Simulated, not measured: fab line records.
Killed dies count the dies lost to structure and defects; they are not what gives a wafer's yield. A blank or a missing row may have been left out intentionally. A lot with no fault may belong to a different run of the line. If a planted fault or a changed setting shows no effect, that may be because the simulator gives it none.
Struck lot and sound lot, side by side | flow nandHarc | 39 out of 1302 route steps
Sound: the wafers L268.1, L268.4, L268.5. The struck wafers were L269.2, L269.3, L269.5. Last of all comes the cause.
Per side, at each step with rows, come the tool, then ch with its chambers, and then its first start. Under that, the readings that differ: sound wafers | struck wafers | difference of the means | sigmas: that difference in standard deviations of wafers without a fault.
alike: readings whose means differ by less than 2 such deviations, and words and numbers that are the same on both sides. not compared: withheld readings, readings that some wafer has no value for, bounds like >300 that may hide the same value, and numbers for which the record gives no deviation and whose values overlap.
The two part at a step that has a row with sigmas, a row that says differs or no value, or rows on one side only. When numbers do not overlap yet have no deviation, they are printed without sigmas and do not part them. A reading missing from all wafers of one side parts the sides only when that side holds two or more wafers.

first, 9 steps without rows for these wafers: NHARC_A_CHANNEL_HOLE_D1_DEP_00 (deposits aC, target thk 3100 nm); NHARC_A_CHANNEL_HOLE_D1_DEP_01 (deposits SiON, target thk 140 nm); NHARC_A_CHANNEL_HOLE_D1_DEHYDRATE_02 (time 120 s); NHARC_A_CHANNEL_HOLE_D1_HMDS_03 (time 30 s); NHARC_A_CHANNEL_HOLE_D1_COAT_36 (time 75 s); NHARC_A_CHANNEL_HOLE_D1_COAT_37 (time 65 s); NHARC_A_CHANNEL_HOLE_D1_COAT_04 (resist thk 90 nm); NHARC_A_CHANNEL_HOLE_D1_SOFTBAKE_05 (time 55 s); NHARC_A_CHANNEL_HOLE_D1_EBR_06.
NHARC_A_CHANNEL_HOLE_D1_EXPOSE_07: exposes mask HOLE D1, target cd 100 nm.
  sound on arfiScanner-01 ch 0, day 12 14:17; struck on arfiScanner-01 ch 0, day 13 00:59
reading           | sound             | struck            | difference | sigmas
exposureDoseMJCm2 | 59.77 59.83 59.77 | 43.21 43.19 43.18 | -16.60     | -99 or more
  alike: mask
then, 2 steps without rows for these wafers: NHARC_A_CHANNEL_HOLE_D1_PEB_08 (peb time 65 s); NHARC_A_CHANNEL_HOLE_D1_DEVELOP_09 (develop time 35 s).
NHARC_A_CHANNEL_HOLE_D1_CD_MEAS_10: target cd 100 nm.
  sound on cdSem-01 ch 0, day 12 14:25; struck on cdSem-03 ch 0
reading   | sound            | struck         | difference | sigmas
cdNm (nm) | 100.3 99.8 100.2 | 84.7 84.6 85.3 | -15.2      | -29
  not compared: hold
NHARC_A_CHANNEL_HOLE_D1_OVL_MEAS_11:
  sound on overlay-02, day 12 14:31; struck on overlay-02, day 13 08:05
reading | sound | struck                                                                  | difference                   | sigmas
hold    | - - - | awaitDispo/6.7h/release awaitDispo/6.7h/release awaitDispo/6.7h/release | no value on the sound wafers | 
  alike: overlayXNm, overlayYNm
NHARC_A_CHANNEL_HOLE_D1_DESCUM_15: chemistry O2, time 3 s.
  sound on rieDiel-10 ch 0,3, day 12 14:37; struck on rieDiel-02 ch 0,3, day 13 08:16
reading                           | sound             | struck           | difference | sigmas
model.A_CHANNEL_HOLE_D1.cdNm (nm) | 100.9 99.55 99.69 | 84.88 84.64 85.7 | -14.97     | 
  alike: drypumpMotorCurrentA, mfcArSccm, o2FlowSccm, oesProductAu, rfVppV, showerheadPlenumPTorr, throttleValvePct
  not compared: rfHoursCounterH
then, 4 steps without rows for these wafers: NHARC_A_CHANNEL_HOLE_D1_ETCH_38 (etches the open film in CF4, target depth 39 nm, time 65 s); NHARC_A_CHANNEL_HOLE_D1_ETCH_39 (etches the open film in N2/H2, target depth 260 nm, time 325 s); NHARC_A_CHANNEL_HOLE_D1_ETCH_34 (etches the open film in CF4/CHF3, target depth 154 nm, time 77 s); NHARC_A_CHANNEL_HOLE_D1_ETCH_16 (etches the open film in O2/COS, target depth 3100 nm, time 806 s).
NHARC_A_CHANNEL_HOLE_D1_CD_MEAS_18:
  sound on cdSem-02, day 12 15:43; struck on cdSem-01, day 13 10:04
reading   | sound       | struck   | difference | sigmas
cdNm (nm) | 103 102 101 | 85 89 80 | -17        | -5
  not compared: hold
then, 11 steps without rows for these wafers: NHARC_A_CHANNEL_HOLE_D1_ETCH_20 (etches the open film in C4F8/O2/Ar, time 361.9 s, target depth 1600 nm); NHARC_A_CHANNEL_HOLE_D1_ETCH_21 (etches the open film in C4F8/O2/Ar, time 514.3 s, target depth 1600 nm); NHARC_A_CHANNEL_HOLE_D1_ETCH_22 (etches the open film in C4F8/O2/Ar, time 666.7 s, target depth 1600 nm); NHARC_A_CHANNEL_HOLE_D1_ETCH_23 (etches the open film in C4F8/O2/Ar, time 819 s, target depth 1600 nm); NHARC_A_CHANNEL_HOLE_D1_ETCH_24 (etches the open film in C4F8/O2/Ar, time 906.2 s, target depth 1500 nm); NHARC_A_CHANNEL_HOLE_D1_ETCH_25 (etches the open film in C4F8/O2/Ar, time 1040.2 s, target depth 1500 nm); NHARC_A_CHANNEL_HOLE_D1_ETCH_26 (etches the open film in C4F8/O2/Ar, time 224.1 s, target depth 300 nm); NHARC_A_CHANNEL_HOLE_D1_ETCH_33 (etches the open film in C4F8/O2/Ar, time 90 s, target depth 400 nm); NHARC_A_CHANNEL_HOLE_D1_STRIP_41 (strips in N2/H2); NHARC_A_CHANNEL_HOLE_D1_STRIP_42 (strips in CF4/CHF3); NHARC_A_CHANNEL_HOLE_D1_STRIP_43 (strips in O2/COS).
NHARC_A_CHANNEL_HOLE_D1_ETCH_44: etches the open film in CF4/O2, target depth 140 nm, overetch 14 nm, time 77 s.
  sound on rieDiel-10 ch 1,3, day 12 20:31; struck on rieDiel-10 ch 2,3, day 13 22:03
reading                           | sound             | struck           | difference | sigmas
model.A_CHANNEL_HOLE_D1.cdNm (nm) | 90.46 90.47 89.63 | 75.62 73.04 72.6 | -16.43     | 
  alike: cf4FlowSccm, drypumpMotorCurrentA, mfcArSccm, o2FlowSccm, oesProductAu, rfVppV, showerheadPlenumPTorr, throttleValvePct
  not compared: rfHoursCounterH
then, 3 steps without rows for these wafers: NHARC_A_CHANNEL_HOLE_D1_STRIP_27 (strips in O2); NHARC_A_CHANNEL_HOLE_D1_PRECLEAN_28 (cleans in SC1); NHARC_A_CHANNEL_HOLE_D1_SRD_29.
NHARC_A_CHANNEL_HOLE_D1_CD_MEAS_30:
  sound on cdSem-01, day 12 21:19; struck on cdSem-01, day 13 23:02
reading   | sound          | struck         | difference | sigmas
cdNm (nm) | 90.2 90.6 90.0 | 76.4 73.3 71.1 | -16.7      | -9
  not compared: hold
NHARC_A_CHANNEL_HOLE_D1_XSEM_31:
  sound on xsem-02 ch 0, day 12 21:24; struck on xsem-02 ch 0, day 14 00:43
reading      | sound          | struck                                                                  | difference                   | sigmas
hold         | - - -          | awaitDispo/1.6h/release awaitDispo/1.6h/release awaitDispo/1.6h/release | no value on the sound wafers | 
botCdNm (nm) | 76.4 76.9 74.7 | 61.0 58.4 56.3                                                          | -17.4                        | -10
  alike: bowNm, tiltDeg
-- record jumps: 15 days between struck wafers' starts before vs after; left off in module A_CHANNEL_HOLE_D1, resumes in module END, first step shown is number 1301 of the route --
NHARC_END_WLT_00:
  sound on prober-01, day 28 06:54; struck on prober-02, day 29 02:26
reading                           | sound             | struck            | difference | sigmas
VT_DECK1_BOTTOM                   | 0.881 0.876 0.871 | 0.819 0.804 0.795 | -0.070     | -8
VT_DECK1_BOTTOM_INNER             | 0.875 0.880 0.872 | 0.815 0.797 0.799 | -0.072     | -8
VT_DECK1_MEDIAN_NEAR_BOTTOM       | 0.877 0.875 0.871 | 0.815 0.802 0.797 | -0.070     | -8
VT_DECK1_MEDIAN_NEAR_BOTTOM_INNER | 0.872 0.881 0.862 | 0.819 0.802 0.789 | -0.068     | -7
VT_DECK1_MIDDLE                   | 0.889 0.883 0.892 | 0.837 0.829 0.828 | -0.057     | -6
VT_DECK1_MIDDLE_INNER             | 0.888 0.892 0.890 | 0.839 0.826 0.831 | -0.058     | -7
VT_DECK1_TOP                      | 0.893 0.900 0.905 | 0.850 0.846 0.852 | -0.050     | -6
VT_DECK1_TOP_INNER                | 0.900 0.903 0.905 | 0.850 0.846 0.849 | -0.054     | -7
  alike: VT_DECK2_BOTTOM, VT_DECK2_BOTTOM_INNER, VT_DECK2_MEDIAN_NEAR_BOTTOM, VT_DECK2_MEDIAN_NEAR_BOTTOM_INNER, VT_DECK2_MIDDLE, VT_DECK2_MIDDLE_INNER, VT_DECK2_TOP, VT_DECK2_TOP_INNER
NHARC_END_SORT_01:
  only the struck wafers appear in the record here, on prober-02 ch 0 at day 29 05:44; the sound ones have no rows

## WHERE THEY PART
At NHARC_A_CHANNEL_HOLE_D1_EXPOSE_07 first; at NHARC_END_SORT_01 last (within this record only).

WHY: whatever the simulator had introduced
Process parameters drifting: arfiScanner-01 at NHARC_A_CHANNEL_HOLE_D1_EXPOSE_07, beginning at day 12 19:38. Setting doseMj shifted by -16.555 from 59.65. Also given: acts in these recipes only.
